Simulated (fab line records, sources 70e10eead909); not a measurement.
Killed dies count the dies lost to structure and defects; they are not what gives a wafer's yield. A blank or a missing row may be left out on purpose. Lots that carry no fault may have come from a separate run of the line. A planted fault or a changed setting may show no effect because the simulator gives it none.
What tool caused it?    flow nandHarc    23 lots, 69 wafers sampled, at 3 steps of a route of 1159

WHAT THE GAUGES READ, wafer by wafer
NHARC_A_CHANNEL_HOLE_D1_INSPECT_40.
lot   measured      on                rawDefectCount
L074  day 9 02:37   defectInspect-01  53 66 68
L075  day 9 02:46   defectInspect-01  60 44 54
L077  day 9 06:44   defectInspect-02  45 44 35
L076  day 9 06:56   defectInspect-01  87 65 70
L078  day 9 19:38   defectInspect-01  33 47 60
L080  day 10 04:07  defectInspect-01  58 51 66
L081  day 10 04:32  defectInspect-01  55 87 67
L079  day 10 08:14  defectInspect-01  66 60 62
L082  day 10 13:29  defectInspect-01  38 64 56
L084  day 11 01:21  defectInspect-01  76 58 59
L083  day 11 03:13  defectInspect-02  53 53 43
L088  day 11 19:15  defectInspect-02  50 77 58
L085  day 12 00:19  defectInspect-02  48 67 63
L090  day 12 11:20  defectInspect-01  96 52 57
L089  day 12 13:04  defectInspect-02  85 72 74
L086  day 12 15:30  defectInspect-02  34 45 23
L091  day 12 22:46  defectInspect-02  52 58 69
L094  day 13 02:40  defectInspect-02  78 63 67
L092  day 13 02:55  defectInspect-02  43 90 63
L093  day 13 06:51  defectInspect-01  78 61 92
L097  day 14 05:34  defectInspect-02  67 62 71
L095  day 14 09:44  defectInspect-01  75 55 58
L096  day 14 13:54  defectInspect-01  56 69 82

WHICH TOOL RAN EACH LOT (tool, then ch and the chambers of the sampled wafers, then the start)
lot   NHARC_A_CHANNEL_HOLE_D1_ETCH_19  NHARC_A_CHANNEL_HOLE_D1_ETCH_44
L074  harEtch-02 ch 0,1, day 8 20:55   rieDiel-13 ch 0,1, day 9 01:38
L075  harEtch-01 ch 0,1, day 8 21:03   rieDiel-03 ch 1,2, day 9 01:47
L077  harEtch-02 ch 0,1, day 9 01:05   rieDiel-03 ch 0,1,3, day 9 05:46
L076  harEtch-01 ch 0,1, day 9 01:13   rieDiel-13 ch 1,2,3, day 9 05:57
L078  harEtch-01 ch 0,1, day 9 13:56   rieDiel-08 ch 1,2,3, day 9 18:40
L080  harEtch-02 ch 0,1, day 9 22:21   rieDiel-13 ch 1,3, day 10 03:07
L081  harEtch-01 ch 0,1, day 9 22:30   rieDiel-13 ch 0,1,3, day 10 03:34
L079  harEtch-02 ch 0,1, day 10 02:33  rieDiel-13 ch 0,2,3, day 10 07:14
L082  harEtch-01 ch 0,1, day 10 07:46  rieDiel-13 ch 1,3, day 10 12:29
L084  harEtch-01 ch 0,1, day 10 19:39  rieDiel-13 ch 0,2, day 11 00:22
L083  harEtch-02 ch 0,1, day 10 21:20  rieDiel-03 ch 1,2, day 11 02:07
L088  harEtch-02 ch 0,1, day 11 13:35  rieDiel-13 ch 0,3, day 11 18:16
L085  harEtch-01 ch 1, day 11 18:34    rieDiel-13 ch 0,1,3, day 11 23:18
L090  harEtch-02 ch 0,1, day 12 05:39  rieDiel-03 ch 0,3, day 12 10:22
L089  harEtch-01 ch 0,1, day 12 07:22  rieDiel-03 ch 0,2,3, day 12 12:06
L086  harEtch-02 ch 0,1, day 12 09:52  rieDiel-03 ch 0,1,3, day 12 14:32
L091  harEtch-02 ch 0,1, day 12 17:02  rieDiel-13 ch 1,2, day 12 21:47
L094  harEtch-01 ch 0,1, day 12 20:58  rieDiel-13 ch 0,3, day 13 01:41
L092  harEtch-02 ch 0,1, day 12 21:14  rieDiel-03 ch 0,1,2, day 13 01:56
L093  harEtch-01 ch 0,1, day 13 01:10  rieDiel-03 ch 2,3, day 13 05:51
L097  harEtch-02 ch 0,1, day 13 23:51  rieDiel-03 ch 0,2,3, day 14 04:35
L095  harEtch-02 ch 0,1, day 14 04:01  rieDiel-03 ch 0,2, day 14 08:45
L096  harEtch-02 ch 0,1, day 14 08:11  rieDiel-08 ch 1,2,3, day 14 12:55
- NHARC_A_CHANNEL_HOLE_D1_ETCH_19: etches the open film in C4F8/O2/Ar, time 34.5 s.
- NHARC_A_CHANNEL_HOLE_D1_ETCH_44: etches the open film in CF4/O2, target depth 140 nm, overetch 14 nm, time 77 s.

AS READ BY THE TOOLS THEMSELVES (means over the sampled wafers that have a number; for cases with no such wafer, the mark the record gives instead)
NHARC_A_CHANNEL_HOLE_D1_ETCH_19.
lot   tool        drypumpMotorCurrentA (A)  showerheadPlenumPTorr (Torr)  tempC (C)  throttleValvePct (%)
L074  harEtch-02  5.6                       3.69                          -20.00     37.036
L075  harEtch-01  5.8                       3.87                          -19.99     37.040
L077  harEtch-02  5.5                       3.69                          -20.00     37.038
L076  harEtch-01  5.4                       3.87                          -20.05     37.035
L078  harEtch-01  5.8                       3.87                          -20.03     37.035
L080  harEtch-02  5.7                       3.80                          -19.95     37.040
L081  harEtch-01  5.4                       3.87                          -20.00     37.037
L079  harEtch-02  5.6                       3.68                          -19.95     37.038
L082  harEtch-01  5.8                       3.86                          -20.06     37.031
L084  harEtch-01  5.7                       3.86                          -20.02     37.026
L083  harEtch-02  5.6                       3.68                          -20.11     37.043
L088  harEtch-02  5.6                       3.68                          -20.05     37.041
L085  harEtch-01  5.1                       3.85                          -20.18     37.034
L090  harEtch-02  5.7                       3.78                          -19.99     37.046
L089  harEtch-01  5.8                       3.85                          -19.97     37.030
L086  harEtch-02  5.6                       3.67                          -19.98     37.030
L091  harEtch-02  5.5                       3.67                          -20.05     37.025
L094  harEtch-01  5.8                       3.85                          -20.00     37.046
L092  harEtch-02  5.6                       3.66                          -19.94     37.042
L093  harEtch-01  5.8                       3.85                          -20.18     37.036
L097  harEtch-02  5.7                       3.77                          -20.10     37.039
L095  harEtch-02  5.7                       3.77                          -20.00     37.033
L096  harEtch-02  5.6                       3.66                          -20.04     37.043

NHARC_A_CHANNEL_HOLE_D1_ETCH_44.
lot   tool        drypumpMotorCurrentA (A)  oesProductAu (a.u.)  rfVppV (V)  showerheadPlenumPTorr (Torr)  throttleValvePct (%)
L074  rieDiel-13  5.8                       0.997                197.6       1.34                          13.399
L075  rieDiel-03  5.9                       1.003                198.2       1.34                          13.390
L077  rieDiel-03  6.2                       1.003                198.9       1.37                          13.398
L076  rieDiel-13  5.8                       1.004                197.2       1.33                          13.397
L078  rieDiel-08  6.1                       0.998                199.0       1.41                          13.400
L080  rieDiel-13  5.7                       1.002                198.3       1.39                          13.407
L081  rieDiel-13  5.9                       0.999                198.4       1.36                          13.396
L079  rieDiel-13  6.0                       0.993                197.4       1.33                          13.394
L082  rieDiel-13  5.7                       1.006                197.8       1.36                          13.399
L084  rieDiel-13  6.2                       0.998                197.0       1.30                          13.393
L083  rieDiel-03  5.6                       1.000                198.0       1.34                          13.386
L088  rieDiel-13  6.0                       1.001                199.1       1.38                          13.400
L085  rieDiel-13  5.9                       0.994                198.2       1.36                          13.397
L090  rieDiel-03  6.2                       0.990                198.3       1.38                          13.393
L089  rieDiel-03  5.9                       0.987                197.4       1.37                          13.387
L086  rieDiel-03  6.2                       0.994                199.8       1.37                          13.406
L091  rieDiel-13  5.7                       1.006                197.4       1.31                          13.394
L094  rieDiel-13  6.1                       0.995                198.3       1.36                          13.405
L092  rieDiel-03  5.9                       0.994                198.8       1.35                          13.404
L093  rieDiel-03  5.9                       0.990                198.4       1.37                          13.398
L097  rieDiel-03  5.9                       1.001                197.9       1.37                          13.401
L095  rieDiel-03  5.5                       0.998                198.4       1.35                          13.397
L096  rieDiel-08  6.0                       1.003                199.3       1.41                          13.391

THE ANSWER, worked out from the rows above alone
Rule: what is usual is taken from the lots themselves. The widest of any qualifying gaps counts: lots, ordered by their means at a reading, are off when they make up no more than a third of the lots, leave a main group of 4 or more, and stand apart from it by 3 or more times the standard deviation of that group's means. The tables above print the reading to a certain number of digits; a main group whose means all agree to those digits is not used. Also off: a lot with no number at a reading for which 4 or more lots have one. The other lots that the step has rows for count as sound. The gauges are gone through in route order, then the tools' own readings, and for those a lot's mean is taken as printed above. The first step at which some lot is off is used, and at that step the reading that is off furthest; a lot without a number counts as furthest.
No lot is off on any of the readings shown, so nothing can be concluded from this.

WHAT WAS PUT IN BY THE SIMULATOR
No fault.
